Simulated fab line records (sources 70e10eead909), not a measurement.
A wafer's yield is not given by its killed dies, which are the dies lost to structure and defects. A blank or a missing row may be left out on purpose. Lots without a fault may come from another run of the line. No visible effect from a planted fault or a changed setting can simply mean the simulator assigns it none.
Which tool was responsible?	flow nand-harc	22 lots, 66 wafers sampled, at 6 steps of a route of 1159

WHAT THE GAUGES READ, wafer by wafer
The record lacks any reading of a measuring or inspecting step that a usual standard deviation could be used to judge.

TOOL THAT RAN EACH LOT (tool first, then ch and the chambers of the sampled wafers, then the start)
lot	NHARC_A_STAIRCASE_ETCH_25	NHARC_A_STAIRCASE_TRIM_233	NHARC_A_STAIRCASE_TRIM_235	NHARC_A_STAIRCASE_STRIP_238	NHARC_A_STAIRCASE_STRIP_254	NHARC_A_STAIRCASE_DESCUM_291
L075	rie-diel-05 ch 1,2,3, day 11 18:46 or earlier	rie-diel-05 ch 0,2,3, day 11 18:46 or earlier	rie-diel-05 ch 1,2,3, day 11 18:46 or earlier	plasma-asher-02 ch 0,1, day 11 18:46	plasma-asher-01 ch 0,1, day 11 20:26	rie-diel-05 ch 0,2,3, day 11 23:59
L074	rie-diel-11 ch 0,3, day 11 17:17 or earlier	rie-diel-11 ch 0,2,3, day 11 17:17 or earlier	rie-diel-11 ch 0,1, day 11 17:17 or earlier	plasma-asher-02 ch 0,1, day 11 17:17	plasma-asher-01 ch 0,1, day 11 19:05	rie-diel-04 ch 0,1,3, day 11 23:01
L076	rie-diel-11 ch 1,2, day 12 00:37 or earlier	rie-diel-11 ch 0,3, day 12 00:37 or earlier	rie-diel-11 ch 0,3, day 12 00:37 or earlier	plasma-asher-02 ch 0, day 12 00:37	plasma-asher-01 ch 1, day 12 02:19	rie-diel-04 ch 1,3, day 12 06:18
L078	rie-diel-05 ch 0,1,3, day 12 02:33 or earlier	rie-diel-11 ch 0,1,2, day 12 02:33 or earlier	rie-diel-11 ch 1,2,3, day 12 02:33 or earlier	plasma-asher-02 ch 0,1, day 12 02:33	plasma-asher-02 ch 0,1, day 12 04:14	rie-diel-05 ch 1,2, day 12 08:34
L077	rie-diel-05 ch 0,1,3, day 12 04:13 or earlier	rie-diel-05 ch 0,2,3, day 12 04:13 or earlier	rie-diel-05 ch 1,3, day 12 04:13 or earlier	plasma-asher-01 ch 0,1, day 12 04:13	plasma-asher-02 ch 0, day 12 05:56	rie-diel-05 ch 1,2,3, day 12 09:32
L079	rie-diel-04 ch 0,2,3, day 12 13:05 or earlier	rie-diel-04 ch 0,2, day 12 13:05 or earlier	rie-diel-04 ch 0,3, day 12 13:05 or earlier	plasma-asher-02 ch 0,1, day 12 13:05	plasma-asher-02 ch 0,1, day 12 14:53	rie-diel-11 ch 2,3, day 12 18:38
L080	rie-diel-04 ch 0,2,3, day 12 19:12 or earlier	rie-diel-05 ch 0,2,3, day 12 19:12 or earlier	rie-diel-05 ch 0,1,2, day 12 19:12 or earlier	plasma-asher-02 ch 0,1, day 12 19:12	plasma-asher-02 ch 0,1, day 12 20:56	rie-diel-11 ch 0,2,3, day 13 00:34
L081	rie-diel-11 ch 0,3, day 12 19:52 or earlier	rie-diel-04 ch 0,2,3, day 12 19:52 or earlier	rie-diel-04 ch 2,3, day 12 19:52 or earlier	plasma-asher-02 ch 0,1, day 12 19:52	plasma-asher-02 ch 0,1, day 12 21:37	rie-diel-05 ch 0,3, day 13 02:17
L082	rie-diel-05 ch 0,1,2, day 13 08:35 or earlier	rie-diel-05 ch 1,2,3, day 13 08:35 or earlier	rie-diel-05 ch 0,2, day 13 08:35 or earlier	plasma-asher-02 ch 0,1, day 13 08:35	plasma-asher-02 ch 0,1, day 13 10:17	rie-diel-04 ch 1,3, day 13 14:01
L083	rie-diel-04 ch 0,1,2, day 14 00:56 or earlier	rie-diel-11 ch 0,1,2, day 14 00:56 or earlier	rie-diel-11 ch 1,2,3, day 14 00:56 or earlier	plasma-asher-01 ch 0,1, day 14 00:56	plasma-asher-01 ch 0,1, day 14 02:38	rie-diel-04 ch 0,2,3, day 14 06:10
L086	rie-diel-11 ch 0,1,2, day 14 22:29 or earlier	rie-diel-11 ch 0,1,3, day 14 22:29 or earlier	rie-diel-11 ch 0,1,2, day 14 22:29 or earlier	plasma-asher-01 ch 0,1, day 14 22:29	plasma-asher-01 ch 0,1, day 15 00:04	rie-diel-04 ch 0,1,3, day 15 03:56
L088	rie-diel-05 ch 0,2,3, day 14 23:43 or earlier	rie-diel-05 ch 0,2,3, day 14 23:43 or earlier	rie-diel-05 ch 0,2,3, day 14 23:43 or earlier	plasma-asher-02 ch 0,1, day 14 23:43	plasma-asher-01 ch 0,1, day 15 01:25	rie-diel-04 ch 0,1, day 15 05:42
L087	rie-diel-11 ch 0,1,2, day 15 02:26 or earlier	rie-diel-11 ch 0,3, day 15 02:26 or earlier	rie-diel-11 ch 0,2,3, day 15 02:26 or earlier	plasma-asher-02 ch 0,1, day 15 02:26	plasma-asher-01 ch 0,1, day 15 04:13	rie-diel-04 ch 0,2,3, day 15 08:01
L085	rie-diel-05 ch 0,2,3, day 15 07:59 or earlier	rie-diel-11 ch 1,2, day 15 07:59 or earlier	rie-diel-11 ch 1,2, day 15 07:59 or earlier	plasma-asher-02 ch 0,1, day 15 07:59	plasma-asher-02 ch 0,1, day 15 09:38	rie-diel-11 ch 0,1,2, day 15 15:11
L089	rie-diel-11 ch 0,1,2, day 15 11:45 or earlier	rie-diel-04 ch 2,3, day 15 11:45 or earlier	rie-diel-04 ch 0,1,2, day 15 11:45 or earlier	plasma-asher-02 ch 0,1, day 15 11:45	plasma-asher-02 ch 0,1, day 15 13:29	rie-diel-04 ch 1,3, day 15 21:28
L091	rie-diel-05 ch 0,2, day 15 09:38 or earlier	rie-diel-11 ch 0,1, day 15 09:38 or earlier	rie-diel-11 ch 1,3, day 15 09:38 or earlier	plasma-asher-01 ch 0,1, day 15 09:38	plasma-asher-01 ch 0,1, day 15 11:33	rie-diel-11 ch 0,2,3, day 15 19:35
L092	rie-diel-11 ch 0,1, day 15 18:15 or earlier	rie-diel-11 ch 0,2, day 15 18:15 or earlier	rie-diel-11 ch 0,1,2, day 15 18:15 or earlier	plasma-asher-01 ch 0,1, day 15 18:15	plasma-asher-02 ch 0,1, day 15 20:02	rie-diel-04 ch 2,3, day 16 03:58
L090	rie-diel-11 ch 1,2, day 15 18:41 or earlier	rie-diel-04 ch 0,2, day 15 18:41 or earlier	rie-diel-04 ch 0,1,2, day 15 18:41 or earlier	plasma-asher-01 ch 0,1, day 15 18:41	plasma-asher-02 ch 0,1, day 15 20:21	rie-diel-11 ch 0,1,3, day 16 04:43
L095	rie-diel-11 ch 0,3, day 16 03:25 or earlier	rie-diel-11 ch 1,3, day 16 03:25 or earlier	rie-diel-11 ch 2,3, day 16 03:25 or earlier	plasma-asher-01 ch 0,1, day 16 03:25	plasma-asher-01 ch 0,1, day 16 05:01	rie-diel-05 ch 2,3, day 16 09:34
L094	rie-diel-05 ch 2,3, day 16 07:13 or earlier	rie-diel-05 ch 0,2, day 16 07:13 or earlier	rie-diel-05 ch 0,2,3, day 16 07:13 or earlier	plasma-asher-01 ch 0,1, day 16 07:13	plasma-asher-01 ch 0,1, day 16 09:05	rie-diel-04 ch 0,1,3, day 16 15:36
L096	rie-diel-04 ch 0,2, day 16 17:39 or earlier	rie-diel-05 ch 0,2,3, day 16 17:39 or earlier	rie-diel-05 ch 0,2,3, day 16 17:39 or earlier	plasma-asher-01 ch 0,1, day 16 17:39	plasma-asher-01 ch 0,1, day 16 19:23	rie-diel-11 ch 0,2,3, day 17 01:38
L097	rie-diel-11 ch 0,1, day 17 02:38 or earlier	rie-diel-05 ch 0,2, day 17 02:38 or earlier	rie-diel-05 ch 0,2,3, day 17 02:38 or earlier	plasma-asher-01 ch 0,1, day 17 02:38	plasma-asher-01 ch 0,1, day 17 04:19	rie-diel-04 ch 0,2,3, day 17 08:07
- NHARC_A_STAIRCASE_ETCH_25: etches the open film in C4F8/O2, target depth 100 nm, time 40.5 s.
- NHARC_A_STAIRCASE_TRIM_233: chemistry O2, time 211.2 s.
- NHARC_A_STAIRCASE_TRIM_235: chemistry O2, time 211.2 s.
- NHARC_A_STAIRCASE_STRIP_238: strips in O2.
- NHARC_A_STAIRCASE_STRIP_254: strips in O2.
- NHARC_A_STAIRCASE_DESCUM_291: chemistry O2, time 3 s.

AS READ BY THE TOOLS THEMSELVES (means over the sampled wafers that have a number; for cases with no such wafer, the mark the record gives instead)
NHARC_A_STAIRCASE_ETCH_25. Usual: oes-product-au 0.945 a.u., standard deviation 0.0099; rf-vpp-V 897 V, standard deviation 4.
lot	tool	oes-product-au (a.u.)	rf-vpp-V (V)	flag
L075	rie-diel-05	0.949	895	
L074	rie-diel-11	0.942	897	
L076	rie-diel-11	0.947	899	
L078	rie-diel-05	0.940	896	
L077	rie-diel-05	0.948	895	
L079	rie-diel-04	0.946	896	
L080	rie-diel-04	0.950	896	
L081	rie-diel-11	0.954	896	
L082	rie-diel-05	0.947	897	
L083	rie-diel-04	0.940	896	
L086	rie-diel-11	0.953	899	
L088	rie-diel-05	0.946	893	
L087	rie-diel-11	0.958	899	
L085	rie-diel-05	0.947	893	
L089	rie-diel-11	0.937	900	
L091	rie-diel-05	0.950	894	
L092	rie-diel-11	0.938	898	
L090	rie-diel-11	0.939	900	
L095	rie-diel-11	0.955	897	
L094	rie-diel-05	0.934	890	
L096	rie-diel-04	0.950	895	
L097	rie-diel-11	0.939	896	

NHARC_A_STAIRCASE_TRIM_233. Usual: for drypump-motor-current-A, 5.8 A with a standard deviation of 0.32; for mfc-ar-sccm, 0.003 sccm with a standard deviation of 0.0053; for o2-flow-sccm, 500.3 sccm with a standard deviation of 1.5; for oes-product-au, 1.004 a.u. with a standard deviation of 0.0088; for rf-vpp-V, 57.8 V with a standard deviation of 0.88; for showerhead-plenum-p-Torr, 3.54 Torr with a standard deviation of 0.11; for throttle-valve-pct, 17.036 % with a standard deviation of 0.0078.
lot	tool	drypump-motor-current-A (A)	mfc-ar-sccm (sccm)	o2-flow-sccm (sccm)	oes-product-au (a.u.)	rf-vpp-V (V)	showerhead-plenum-p-Torr (Torr)	throttle-valve-pct (%)	flag
L075	rie-diel-05	5.8	0.000	500.2	1.002	58.1	3.47	17.034	
L074	rie-diel-11	5.7	0.000	502.2	1.005	57.9	3.64	17.032	
L076	rie-diel-11	5.5	0.000	499.3	1.000	57.5	3.55	17.044	
L078	rie-diel-11	5.6	0.002	499.7	1.011	58.3	3.63	17.032	
L077	rie-diel-05	5.8	0.000	500.2	1.007	58.1	3.46	17.029	
L079	rie-diel-04	5.8	0.009	500.2	1.006	57.1	3.56	17.042	
L080	rie-diel-05	5.9	0.000	500.6	1.002	56.7	3.46	17.038	
L081	rie-diel-04	6.0	0.004	501.5	0.999	57.4	3.54	17.033	
L082	rie-diel-05	5.8	0.006	499.1	0.999	57.1	3.49	17.042	
L083	rie-diel-11	5.6	0.002	500.5	1.007	57.5	3.62	17.034	
L086	rie-diel-11	5.6	0.002	499.0	1.009	57.5	3.57	17.038	
L088	rie-diel-05	5.9	0.000	501.6	1.015	57.5	3.45	17.042	
L087	rie-diel-11	5.7	0.000	500.5	1.008	58.2	3.57	17.031	
L085	rie-diel-11	5.7	0.005	499.1	0.996	57.7	3.64	17.041	
L089	rie-diel-04	5.8	0.000	500.3	1.007	57.6	3.47	17.033	
L091	rie-diel-11	5.4	0.002	499.7	1.003	58.1	3.54	17.040	
L092	rie-diel-11	5.8	0.000	500.8	1.010	57.4	3.66	17.032	
L090	rie-diel-04	5.8	0.004	500.1	1.005	57.5	3.48	17.038	
L095	rie-diel-11	5.7	0.005	500.4	1.001	57.5	3.59	17.040	
L094	rie-diel-05	5.9	0.000	501.2	1.003	58.1	3.52	17.041	
L096	rie-diel-05	5.8	0.000	498.4	1.013	57.1	3.44	17.026	
L097	rie-diel-05	5.9	0.000	501.0	1.011	56.9	3.51	17.032	

NHARC_A_STAIRCASE_TRIM_235. Usual: for drypump-motor-current-A, 5.8 A with a standard deviation of 0.32; for mfc-ar-sccm, 0.003 sccm with a standard deviation of 0.0055; for o2-flow-sccm, 499.9 sccm with a standard deviation of 1.5; for oes-product-au, 1.004 a.u. with a standard deviation of 0.007; for rf-vpp-V, 58.0 V with a standard deviation of 0.96; for showerhead-plenum-p-Torr, 3.55 Torr with a standard deviation of 0.11; for throttle-valve-pct, 17.036 % with a standard deviation of 0.0093.
lot	tool	drypump-motor-current-A (A)	mfc-ar-sccm (sccm)	o2-flow-sccm (sccm)	oes-product-au (a.u.)	rf-vpp-V (V)	showerhead-plenum-p-Torr (Torr)	throttle-valve-pct (%)	flag
L075	rie-diel-05	5.8	0.006	500.6	1.009	57.1	3.50	17.029	
L074	rie-diel-11	5.4	0.002	499.6	1.003	58.1	3.55	17.044	
L076	rie-diel-11	5.5	0.000	499.4	1.004	58.1	3.55	17.042	
L078	rie-diel-11	5.8	0.002	499.3	1.005	58.5	3.66	17.038	
L077	rie-diel-05	6.0	0.011	499.2	1.005	58.1	3.56	17.030	
L079	rie-diel-04	6.0	0.009	499.1	1.005	57.9	3.59	17.037	
L080	rie-diel-05	5.8	0.006	499.2	1.011	59.4	3.56	17.037	
L081	rie-diel-04	6.0	0.000	500.4	1.002	58.6	3.52	17.042	
L082	rie-diel-05	5.9	0.000	499.8	1.015	58.1	3.53	17.037	
L083	rie-diel-11	5.9	0.002	498.4	1.005	58.3	3.65	17.025	
L086	rie-diel-11	5.6	0.002	499.9	1.005	57.8	3.62	17.030	
L088	rie-diel-05	5.8	0.000	499.6	1.006	57.4	3.45	17.037	
L087	rie-diel-11	5.8	0.000	501.1	1.006	56.9	3.62	17.037	
L085	rie-diel-11	5.9	0.002	499.7	1.004	57.8	3.70	17.044	
L089	rie-diel-04	5.6	0.004	499.9	1.001	58.7	3.50	17.035	
L091	rie-diel-11	5.7	0.005	500.4	1.000	58.4	3.59	17.040	
L092	rie-diel-11	5.7	0.002	500.1	1.002	58.7	3.61	17.034	
L090	rie-diel-04	5.5	0.004	500.3	1.001	57.9	3.50	17.033	
L095	rie-diel-11	5.9	0.000	501.7	1.008	58.4	3.65	17.030	
L094	rie-diel-05	5.8	0.000	499.9	1.006	58.0	3.45	17.026	
L096	rie-diel-05	5.8	0.000	499.6	1.000	56.7	3.44	17.033	
L097	rie-diel-05	5.9	0.000	498.9	1.011	57.8	3.44	17.030	

NHARC_A_STAIRCASE_STRIP_238. Usual: drypump-motor-current-A 6.1 A, standard deviation 0.33; heater-power-w 310 W, standard deviation 13.
lot	tool	drypump-motor-current-A (A)	heater-power-w (W)	flag
L075	plasma-asher-02	6.4	299	
L074	plasma-asher-02	6.2	303	
L076	plasma-asher-02	5.9	299	
L078	plasma-asher-02	6.2	302	
L077	plasma-asher-01	5.8	318	
L079	plasma-asher-02	6.4	300	
L080	plasma-asher-02	6.4	305	
L081	plasma-asher-02	6.4	305	
L082	plasma-asher-02	6.4	302	
L083	plasma-asher-01	5.8	326	
L086	plasma-asher-01	5.8	324	
L088	plasma-asher-02	6.2	299	
L087	plasma-asher-02	6.2	301	
L085	plasma-asher-02	6.4	300	
L089	plasma-asher-02	6.2	302	
L091	plasma-asher-01	5.9	313	
L092	plasma-asher-01	5.8	318	
L090	plasma-asher-01	5.8	327	
L095	plasma-asher-01	5.9	317	
L094	plasma-asher-01	5.8	321	
L096	plasma-asher-01	5.8	326	
L097	plasma-asher-01	5.8	324	

NHARC_A_STAIRCASE_STRIP_254. Usual: drypump-motor-current-A 6.1 A, standard deviation 0.31; heater-power-w 312 W, standard deviation 14.
lot	tool	drypump-motor-current-A (A)	heater-power-w (W)	flag
L075	plasma-asher-01	5.9	325	
L074	plasma-asher-01	5.9	324	
L076	plasma-asher-01	5.8	320	
L078	plasma-asher-02	6.2	298	
L077	plasma-asher-02	6.0	304	
L079	plasma-asher-02	6.4	304	
L080	plasma-asher-02	6.4	300	
L081	plasma-asher-02	6.2	300	
L082	plasma-asher-02	6.2	300	
L083	plasma-asher-01	5.9	318	
L086	plasma-asher-01	5.8	317	
L088	plasma-asher-01	5.8	319	
L087	plasma-asher-01	5.8	329	
L085	plasma-asher-02	6.2	297	
L089	plasma-asher-02	6.4	307	
L091	plasma-asher-01	5.8	317	
L092	plasma-asher-02	6.4	303	
L090	plasma-asher-02	6.2	303	
L095	plasma-asher-01	5.8	315	
L094	plasma-asher-01	5.9	320	
L096	plasma-asher-01	5.8	314	
L097	plasma-asher-01	5.9	316	

NHARC_A_STAIRCASE_DESCUM_291. Usual: for drypump-motor-current-A, 5.7 A with a standard deviation of 0.38; for mfc-ar-sccm, 0.003 sccm with a standard deviation of 0.0055; for o2-flow-sccm, 199.9 sccm with a standard deviation of 0.59; for oes-product-au, 1.002 a.u. with a standard deviation of 0.0075; for rf-vpp-V, 57.7 V with a standard deviation of 0.82; for showerhead-plenum-p-Torr, 1.92 Torr with a standard deviation of 0.054; for throttle-valve-pct, 11.312 % with a standard deviation of 0.0096.
lot	tool	drypump-motor-current-A (A)	mfc-ar-sccm (sccm)	o2-flow-sccm (sccm)	oes-product-au (a.u.)	rf-vpp-V (V)	showerhead-plenum-p-Torr (Torr)	throttle-valve-pct (%)	flag
L075	rie-diel-05	5.8	0.000	199.5	1.006	57.7	1.88	11.304	
L074	rie-diel-04	5.7	0.004	199.9	1.008	57.7	1.93	11.309	
L076	rie-diel-04	5.8	0.000	199.7	1.000	58.1	1.92	11.318	
L078	rie-diel-05	5.6	0.006	199.8	1.000	57.7	1.92	11.323	
L077	rie-diel-05	5.8	0.006	200.3	0.999	57.9	1.90	11.310	
L079	rie-diel-11	6.0	0.000	200.1	1.003	57.9	2.02	11.312	
L080	rie-diel-11	5.7	0.000	200.3	1.011	57.7	1.97	11.303	
L081	rie-diel-05	6.1	0.000	199.5	1.004	58.5	1.89	11.313	
L082	rie-diel-04	5.4	0.000	199.8	0.989	58.3	1.90	11.309	
L083	rie-diel-04	5.9	0.004	200.0	1.001	57.7	1.92	11.311	
L086	rie-diel-04	5.7	0.004	200.0	1.004	58.1	1.92	11.309	
L088	rie-diel-04	5.3	0.004	200.0	1.010	57.6	1.91	11.310	
L087	rie-diel-04	5.9	0.004	200.0	1.000	57.1	1.91	11.318	
L085	rie-diel-11	5.6	0.002	199.4	0.997	58.1	1.96	11.321	
L089	rie-diel-04	5.4	0.000	200.2	0.997	58.2	1.89	11.306	
L091	rie-diel-11	5.8	0.000	199.9	1.018	56.9	1.97	11.317	
L092	rie-diel-04	5.8	0.000	199.8	1.001	57.0	1.88	11.319	
L090	rie-diel-11	5.6	0.002	199.6	1.005	58.0	1.93	11.312	
L095	rie-diel-05	5.8	0.000	200.0	0.999	58.0	1.83	11.314	
L094	rie-diel-04	5.7	0.004	199.6	1.004	57.4	1.92	11.316	
L096	rie-diel-11	5.7	0.000	199.8	0.999	57.5	1.96	11.314	
L097	rie-diel-04	5.9	0.004	200.2	1.007	57.2	1.91	11.311	

THE ANSWER, worked out from the rows above alone
Rule: take the mean of a lot's wafers that have a number; if it is more than 3 standard deviations from the usual mean, the lot is off. Also off: a lot with no number at a reading for which 4 or more lots have one. All remaining lots with rows at the step are treated as sound. After the gauges, taken in route order, come the tools' own readings; for these a lot's mean is taken, as printed above. At the first step where some lot is off, the reading lying furthest off is the one used; lots without a number count as furthest.
None of the lots is off at any reading shown; this tells nothing.

WHAT THE SIMULATOR HAD INSERTED
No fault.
